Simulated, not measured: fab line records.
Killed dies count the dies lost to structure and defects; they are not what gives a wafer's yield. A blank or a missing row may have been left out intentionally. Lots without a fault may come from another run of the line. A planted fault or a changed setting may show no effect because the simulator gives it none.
fab line records | flow nand-harc
record lots=13 | wafers=39 | last-day=34
route steps=1302 shown P_ZERO_WELL@68 P_GATE@119
lots with no fault: from the same line, run without faults
start-h: the number of hours between the record's first day and the start of the first shown wafer of the lot | wait-h: hours elapsed since this lot's preceding step | " unchanged from the row above | L1.1+2: a row that stands for several wafers | - value missing, or start not given | * or withheld: withheld | < > ~ a bound
route shown NAME@n: NAME is a module with steps in the file, n the number in the route of the first one | usual: average and standard deviation across the fault-free wafers | same: alike in all rows | chamber/n: place in a boat | sites: per-site readings | _std_site: how widely they spread, as a standard deviation | _edge_site: outer sites' mean less inner sites' | radius-mm: for every site, how far away it sits from the centre of the wafer | mask NAME#n: copy n | behind: the tool/chamber that last shaped the wafer | hold: why the lot was held/for how many hours/how that ended | device: names the non-switching transistor (n, p or np) | end of line: the tests these same wafers got at the end of their route | step lacking rows: just its recipe | killed: not the wafer's yield, but the dies lost to structure and defects at the first sort | map: the dies of a wafer, with x for killed, . for not killed, _ for no die there
set.NAME: the setting as run; set.NAME@STEP: as run at that earlier step | model.NAME: the simulator's own value behind a step, which no gauge read
the route's steps for a sample of lots (tables are steps, rows are wafers)
services: when a tool's chamber went out of use (start-h, in hours from the record's first day, below 0 if earlier), for how many hours, and the reason
## steps
# step NHARC_P_ZERO_WELL_INSPECT_43
# usual raw-defect-count=14/6
lot.wafer | tool              | chamber | start-h | wait-h | raw-defect-count
L360.1    | defect-inspect-01 | -       | 27.71   | 0.6    | 34
L360.2    | "                 | -       | "       | "      | 21
L360.6    | "                 | -       | "       | "      | 22
L361.3    | defect-inspect-01 | -       | 37.85   | 0.4    | 12
L361.4    | "                 | -       | "       | "      | 13
L361.6    | "                 | -       | "       | "      | 13
L362.1    | defect-inspect-01 | -       | 47.42   | 0.6    | 14
L362.2    | "                 | -       | "       | "      | 17
L362.6    | "                 | -       | "       | "      | 9
L364.1    | defect-inspect-02 | -       | 67.30   | 0.6    | 27
L364.3    | "                 | -       | "       | "      | 23
L364.6    | "                 | -       | "       | "      | 30
L365.4    | defect-inspect-02 | -       | 77.72   | 0.2    | 13
L365.5    | "                 | -       | "       | "      | 10
L365.6    | "                 | -       | "       | "      | 15
L366.1    | defect-inspect-01 | -       | 90.63   | 0.6    | 12
L366.2    | "                 | -       | "       | "      | 10
L366.5    | "                 | -       | "       | "      | 4
L367.1    | defect-inspect-02 | -       | 97.51   | 0.6    | 14
L367.4    | "                 | -       | "       | "      | 14
L367.5    | "                 | -       | "       | "      | 18
L377.1    | defect-inspect-01 | -       | 197.63  | 0.6    | 25
L377.4    | "                 | -       | "       | "      | 20
L377.6    | "                 | -       | "       | "      | 25
L378.1    | defect-inspect-01 | -       | 207.83  | 0.6    | 11
L378.3    | "                 | -       | "       | "      | 10
L378.4    | "                 | -       | "       | "      | 8
L379.1    | defect-inspect-02 | -       | 217.68  | 0.6    | 18
L379.3    | "                 | -       | "       | "      | 13
L379.4    | "                 | -       | "       | "      | 15
L380.2    | defect-inspect-02 | -       | 227.51  | 0.5    | 21
L380.5    | "                 | -       | "       | "      | 15
L380.6    | "                 | -       | "       | "      | 10
L382.3    | defect-inspect-02 | -       | 247.51  | 0.3    | 12
L382.4    | "                 | -       | "       | "      | 18
L382.6    | "                 | -       | "       | "      | 13
L383.2    | defect-inspect-02 | -       | 257.42  | 0.5    | 5
L383.3    | "                 | -       | "       | "      | 8
L383.4    | "                 | -       | "       | "      | 13
# step NHARC_P_GATE_EXPOSE_08
# recipe na=0.6 | dose-mj=16.75 | mask-id=P_HV
lot.wafer  | tool           | chamber | start-h | wait-h | mask
L360.1+2+6 | krf-scanner-03 | 0       | 78.48   | -      | P_HV#0
L361.3+4+6 | krf-scanner-04 | 0       | 93.22   | -      | P_HV#0
L362.1+2+6 | krf-scanner-03 | 0       | 97.68   | -      | P_HV#0
L364.1+3+6 | krf-scanner-02 | 0       | 119.26  | -      | P_HV#0
L365.4+5+6 | krf-scanner-02 | 0       | 130.00  | -      | P_HV#0
L366.1+2+5 | krf-scanner-03 | 0       | 147.06  | -      | P_HV#0
L367.1+4+5 | krf-scanner-02 | 0       | 158.60  | -      | P_HVPW#0
L377.1+4+6 | krf-scanner-03 | 0       | 251.01  | -      | P_HV#0
L378.1+3+4 | krf-scanner-02 | 0       | 259.64  | -      | P_HV#0
L379.1+3+4 | krf-scanner-04 | 0       | 268.88  | -      | P_HV#0
L380.2+5+6 | krf-scanner-04 | 0       | 281.02  | -      | P_HV#0
L382.3+4+6 | krf-scanner-04 | 0       | 298.74  | -      | P_HV#0
L383.2+3+4 | krf-scanner-02 | 0       | 308.39  | -      | P_HV#0
# step NHARC_P_GATE_CD_MEAS_11
# recipe target-cd-nm=1640 | landing-energy-ev=500
# usual cd-nm=1640.2/1.9
lot.wafer | tool      | chamber | start-h | wait-h | cd-nm
L360.1    | cd-sem-02 | 0       | 78.64   | -      | 1644.2
L360.2    | "         | 0       | "       | "      | 1639.2
L360.6    | "         | 0       | "       | "      | 1640.0
L361.3    | cd-sem-01 | 0       | 93.38   | -      | 1638.2
L361.4    | "         | 0       | "       | "      | 1641.4
L361.6    | "         | 0       | "       | "      | 1638.1
L362.1    | cd-sem-02 | 0       | 97.84   | -      | 1637.7
L362.2    | "         | 0       | "       | "      | 1638.9
L362.6    | "         | 0       | "       | "      | 1638.5
L364.1    | cd-sem-02 | 0       | 119.42  | -      | 1635.5
L364.3    | "         | 0       | "       | "      | 1639.4
L364.6    | "         | 0       | "       | "      | 1637.5
L365.4    | cd-sem-02 | 0       | 130.16  | -      | 1641.8
L365.5    | "         | 0       | "       | "      | 1638.9
L365.6    | "         | 0       | "       | "      | 1641.7
L366.1    | cd-sem-02 | 0       | 147.22  | -      | 1641.9
L366.2    | "         | 0       | "       | "      | 1636.8
L366.5    | "         | 0       | "       | "      | 1642.2
L367.1    | cd-sem-03 | 0       | 158.76  | -      | -
L367.4    | "         | 0       | "       | "      | -
L367.5    | "         | 0       | "       | "      | -
L377.1    | cd-sem-03 | 0       | 251.16  | -      | 1639.9
L377.4    | "         | 0       | "       | "      | 1639.8
L377.6    | "         | 0       | "       | "      | 1640.2
L378.1    | cd-sem-03 | 0       | 259.80  | -      | 1639.8
L378.3    | "         | 0       | "       | "      | 1643.3
L378.4    | "         | 0       | "       | "      | 1637.8
L379.1    | cd-sem-03 | 0       | 269.04  | -      | 1641.3
L379.3    | "         | 0       | "       | "      | 1641.5
L379.4    | "         | 0       | "       | "      | 1640.2
L380.2    | cd-sem-02 | 0       | 281.18  | -      | 1642.0
L380.5    | "         | 0       | "       | "      | 1641.5
L380.6    | "         | 0       | "       | "      | 1642.5
L382.3    | cd-sem-01 | 0       | 298.90  | -      | 1644.9
L382.4    | "         | 0       | "       | "      | 1643.8
L382.6    | "         | 0       | "       | "      | 1639.4
L383.2    | cd-sem-02 | 0       | 308.55  | -      | 1641.0
L383.3    | "         | 0       | "       | "      | 1640.3
L383.4    | "         | 0       | "       | "      | 1638.2
# step NHARC_P_GATE_HM_DEP_102
# recipe target-thk-a=1200 | temp-c=400 | material=aC
# usual throttle-valve-pct=34.999/0.0092
lot.wafer | tool       | chamber | start-h | wait-h | throttle-valve-pct
L360.1    | acl-dep-03 | 0       | 91.28   | 0.4    | 34.991
L360.2    | "          | 0       | "       | "      | 34.982
L360.6    | "          | 0       | "       | "      | 35.003
L361.3    | acl-dep-02 | 0       | 111.95  | 4.3    | 34.983
L361.4    | "          | 0       | "       | "      | 34.980
L361.6    | "          | 0       | "       | "      | 35.009
L362.1    | acl-dep-01 | 0       | 111.96  | 4.3    | 34.988
L362.2    | "          | 0       | "       | "      | 35.005
L362.6    | "          | 0       | "       | "      | 35.004
L364.1    | acl-dep-02 | 0       | 133.09  | 1.3    | 35.008
L364.3    | "          | 0       | "       | "      | 35.014
L364.6    | "          | 0       | "       | "      | 35.002
L365.4    | acl-dep-01 | 0       | 149.61  | 5.1    | 34.999
L365.5    | "          | 0       | "       | "      | 34.993
L365.6    | "          | 0       | "       | "      | 35.009
L366.1    | acl-dep-03 | 0       | 159.80  | 0.4    | 34.995
L366.2    | "          | 0       | "       | "      | 34.990
L366.5    | "          | 0       | "       | "      | 35.011
L367.1    | acl-dep-03 | 0       | 172.20  | 1.0    | 35.005
L367.4    | "          | 0       | "       | "      | 35.015
L367.5    | "          | 0       | "       | "      | 34.997
L377.1    | acl-dep-01 | 0       | 267.38  | 3.2    | 34.985
L377.4    | "          | 0       | "       | "      | 35.004
L377.6    | "          | 0       | "       | "      | 34.996
L378.1    | acl-dep-01 | 0       | 273.74  | 1.7    | 34.994
L378.3    | "          | 0       | "       | "      | 34.995
L378.4    | "          | 0       | "       | "      | 35.012
L379.1    | acl-dep-02 | 0       | 284.00  | 2.5    | 35.007
L379.3    | "          | 0       | "       | "      | 34.998
L379.4    | "          | 0       | "       | "      | 34.996
L380.2    | acl-dep-01 | 0       | 295.12  | 1.4    | 35.010
L380.5    | "          | 0       | "       | "      | 34.983
L380.6    | "          | 0       | "       | "      | 34.995
L382.3    | acl-dep-02 | 0       | 313.08  | 2.0    | 34.997
L382.4    | "          | 0       | "       | "      | 35.015
L382.6    | "          | 0       | "       | "      | 35.016
L383.2    | acl-dep-02 | 0       | 324.94  | 2.3    | 35.002
L383.3    | "          | 0       | "       | "      | 35.002
L383.4    | "          | 0       | "       | "      | 34.993
# step NHARC_P_GATE_ETCH_104
# recipe target-depth-a=600 | time-s=withheld | cf4-flow-sccm=100 | chf3-flow-sccm=30 | ar-flow-sccm=0 | rf-w=500 | bias-w=200 | chemistry=CF4/CHF3
# usual cf4-flow-sccm=100.04/0.3 | chamber-pressure-mTorr=24.997/0.022 | drypump-motor-current-A=5.8/0.35 | mfc-ar-sccm=0.013/0.012 | oes-product-au=0.952/0.023 | rf-vpp-V=371.4/1.9 | showerhead-plenum-p-Torr=1.60/0.054 | throttle-valve-pct=16.804/0.0087
lot.wafer | tool        | chamber | start-h | wait-h | cf4-flow-sccm | chamber-pressure-mTorr | drypump-motor-current-A | mfc-ar-sccm | oes-product-au | rf-vpp-V | showerhead-plenum-p-Torr | throttle-valve-pct
L360.1    | rie-diel-04 | 2       | 93.05   | 0.1    | 100.33        | 25.021                 | 5.4                     | 0.014       | 0.909          | 371.8    | 1.56                     | 16.804
L360.2    | "           | 3       | "       | "      | 100.39        | 25.025                 | 6.1                     | 0           | 0.933          | 373.0    | 1.62                     | 16.812
L360.6    | "           | 2       | "       | "      | 100.33        | 25.016                 | 5.4                     | 0.014       | 0.910          | 369.3    | 1.56                     | 16.819
L361.3    | rie-diel-04 | 2       | 113.38  | 0.1    | 100.56        | 25.013                 | 5.3                     | 0.014       | 0.945          | 370.3    | 1.55                     | 16.792
L361.4    | "           | 3       | "       | "      | 100.33        | 24.992                 | 6.1                     | 0           | 0.975          | 371.5    | 1.62                     | 16.817
L361.6    | "           | 2       | "       | "      | 100.46        | 25.005                 | 5.3                     | 0.014       | 0.946          | 369.5    | 1.56                     | 16.801
L362.1    | rie-diel-03 | 2       | 113.60  | 0.1    | 100.07        | 25.003                 | 5.9                     | 0.033       | 0.964          | 366.7    | 1.48                     | 16.806
L362.2    | "           | 0       | "       | "      | 99.98         | 25.025                 | 5.9                     | 0.007       | 0.969          | 373.3    | 1.65                     | 16.810
L362.6    | "           | 1       | "       | "      | 100.29        | 25.037                 | 5.2                     | 0.035       | 0.951          | 369.9    | 1.52                     | 16.799
L364.3    | rie-diel-03 | 3       | 134.69  | 0.1    | 100.59        | 24.992                 | 5.6                     | 0           | 0.994          | 371.0    | 1.58                     | 16.800
L364.1    | "           | 1       | "       | "      | 100.08        | 25.025                 | 5.2                     | 0.035       | 0.966          | 368.1    | 1.52                     | 16.797
L364.6    | "           | 0       | "       | "      | 100.13        | 25.006                 | 5.9                     | 0.007       | 0.965          | 372.7    | 1.65                     | 16.790
L365.4    | rie-diel-10 | 1       | 150.78  | 0.1    | 99.75         | 24.992                 | 5.4                     | 0           | 0.953          | 373.4    | 1.68                     | 16.807
L365.6    | "           | 3       | "       | "      | 99.97         | 25.002                 | 6.6                     | 0.022       | 0.917          | 371.1    | 1.58                     | 16.821
L365.5    | "           | 0       | "       | "      | 99.88         | 24.964                 | 5.5                     | 0.031       | 0.936          | 370.6    | 1.57                     | 16.808
L366.2    | rie-diel-03 | 1       | 161.30  | 0.1    | 100.18        | 24.976                 | 5.3                     | 0.035       | 0.983          | 368.6    | 1.52                     | 16.804
L366.1    | "           | 2       | "       | "      | 100.07        | 24.978                 | 5.9                     | 0.033       | 0.972          | 367.1    | 1.48                     | 16.799
L366.5    | "           | 0       | "       | "      | 100.35        | 25.028                 | 5.9                     | 0.007       | 0.989          | 372.1    | 1.65                     | 16.807
L367.1    | rie-diel-03 | 0       | 173.69  | 0.1    | 99.34         | 25.033                 | 5.9                     | 0.007       | 0.938          | 372.4    | 1.65                     | 16.794
L367.4    | "           | 1       | "       | "      | 99.74         | 25.014                 | 5.2                     | 0.035       | 0.936          | 368.0    | 1.52                     | 16.814
L367.5    | "           | 3       | "       | "      | 99.74         | 24.972                 | 5.5                     | 0           | 0.937          | 371.5    | 1.58                     | 16.800
L377.1    | rie-diel-04 | 0       | 269.02  | 0.1    | 100.16        | 25.004                 | 6.2                     | 0.007       | 0.962          | 372.3    | 1.59                     | 16.799
L377.4    | "           | 1       | "       | "      | 100.36        | 25.012                 | 5.9                     | 0.020       | 0.970          | 374.7    | 1.66                     | 16.794
L377.6    | "           | 3       | "       | "      | 100.40        | 24.976                 | 6.1                     | 0           | 0.961          | 371.8    | 1.62                     | 16.803
L378.1    | rie-diel-04 | 3       | 275.22  | 0.1    | 99.73         | 25.002                 | 6.1                     | 0           | 0.982          | 371.9    | 1.62                     | 16.807
L378.3    | "           | 0       | "       | "      | 99.72         | 25.019                 | 6.2                     | 0.007       | 0.964          | 370.5    | 1.59                     | 16.810
L378.4    | "           | 2       | "       | "      | 99.30         | 24.975                 | 5.3                     | 0.014       | 0.965          | 369.5    | 1.55                     | 16.794
L379.1    | rie-diel-10 | 3       | 285.49  | 0.1    | 99.81         | 24.985                 | 6.6                     | 0.022       | 0.918          | 371.7    | 1.57                     | 16.812
L379.3    | "           | 0       | "       | "      | 99.93         | 25.013                 | 5.5                     | 0.031       | 0.929          | 369.9    | 1.57                     | 16.798
L379.4    | "           | 1       | "       | "      | 100.02        | 25.020                 | 5.4                     | 0           | 0.927          | 375.1    | 1.68                     | 16.811
L380.2    | rie-diel-04 | 2       | 296.51  | 0.1    | 100.47        | 24.986                 | 5.4                     | 0.014       | 0.914          | 370.1    | 1.55                     | 16.810
L380.6    | "           | 2       | "       | "      | 100.74        | 24.977                 | 5.3                     | 0.014       | 0.908          | 370.1    | 1.55                     | 16.796
L380.5    | "           | 3       | "       | "      | 100.38        | 25.022                 | 6.1                     | 0           | 0.933          | 371.6    | 1.62                     | 16.815
L382.3    | rie-diel-10 | 0       | 314.49  | 0.1    | 100.35        | 24.981                 | 5.5                     | 0.031       | 0.925          | 369.3    | 1.57                     | 16.816
L382.4    | "           | 1       | "       | "      | 99.64         | 24.959                 | 5.4                     | 0           | 0.926          | 374.6    | 1.68                     | 16.792
L382.6    | "           | 0       | "       | "      | 100.24        | 24.963                 | 5.5                     | 0.031       | 0.930          | 371.3    | 1.57                     | 16.803
L383.4    | rie-diel-04 | 0       | 326.48  | 0.1    | 100.16        | 24.989                 | 6.2                     | 0.007       | 0.983          | 370.0    | 1.59                     | 16.814
L383.3    | "           | 2       | "       | "      | 100.23        | 24.969                 | 5.3                     | 0.014       | 0.939          | 369.9    | 1.55                     | 16.792
L383.2    | "           | 3       | "       | "      | 100.07        | 25.001                 | 6.1                     | 0           | 0.975          | 371.2    | 1.62                     | 16.797
## services
tool           | chamber | start-h | hours | kind
acl-dep-02     | -       | 66.99   | 13.0  | pm
rie-diel-03    | -       | 104.30  | 9.0   | pm
rie-diel-04    | 0       | 105.74  | 10.1  | repair
krf-scanner-04 | -       | 113.71  | 4.2   | repair
krf-scanner-03 | -       | 124.00  | 4.1   | repair
krf-scanner-02 | -       | 124.34  | 4.0   | pm
rie-diel-03    | 0       | 127.64  | 4.9   | repair
krf-scanner-03 | -       | 148.49  | 1.7   | repair
krf-scanner-03 | -       | 154.91  | 5.8   | repair
rie-diel-04    | 0       | 169.39  | 7.0   | repair
krf-scanner-04 | -       | 171.47  | 3.7   | repair
rie-diel-04    | -       | 177.90  | 9.0   | pm
krf-scanner-04 | -       | 182.00  | 4.0   | pm
acl-dep-01     | -       | 190.17  | 13.0  | pm
rie-diel-03    | 2       | 191.92  | 6.5   | repair
krf-scanner-04 | -       | 192.15  | 1.2   | repair
krf-scanner-03 | -       | 201.66  | 0.5   | repair
acl-dep-02     | -       | 249.57  | 13.0  | pm
rie-diel-04    | 3       | 251.51  | 8.4   | repair
rie-diel-04    | 2       | 253.20  | 9.4   | repair
rie-diel-04    | 1       | 283.20  | 7.5   | repair
rie-diel-04    | 0       | 290.93  | 11.1  | repair
krf-scanner-02 | -       | 296.34  | 4.0   | pm
krf-scanner-02 | -       | 315.02  | 0.4   | repair
## key
first-sign step=NHARC_P_GATE_EXPOSE_08 | reading=mask | direction=changed
effect step=NHARC_P_GATE_CD_MEAS_11 | reading=cd-nm | direction=missing
met-at NHARC_P_GATE_EXPOSE_08
struck-lots L367
later-rows-left-out L367.1,L367.4,L367.5
sort-left-out L367.1,L367.4,L367.5
tester-left-out L367
not-acting-at NHARC_P_ZERO_WELL_INSPECT_43,NHARC_P_GATE_HM_DEP_102,NHARC_P_GATE_ETCH_104
onset-between 130.00 158.60
fault kind=wrong-mask | tool=any | chamber=- | onset-h=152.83 | steps=NHARC_P_GATE_EXPOSE_08 | aux-copy=P_HVPW#0 | scope=struck-lots-only
# tester-left-out: of these lots the tester's yield and bins aren't shown, on N5 and GAA mostly nor the transistor test; their killed dies are dies lost to structure and defects alone, not to doping, threshold or leakage, so they don't give the yield
# sort-left-out: the simulated sort isn't trusted on such a fault, so these wafers' sort isn't shown, and their yield isn't known
# later-rows-left-out: the simulator's readings of these wafers behind a module that went badly wrong aren't trusted and aren't shown, but for the sort
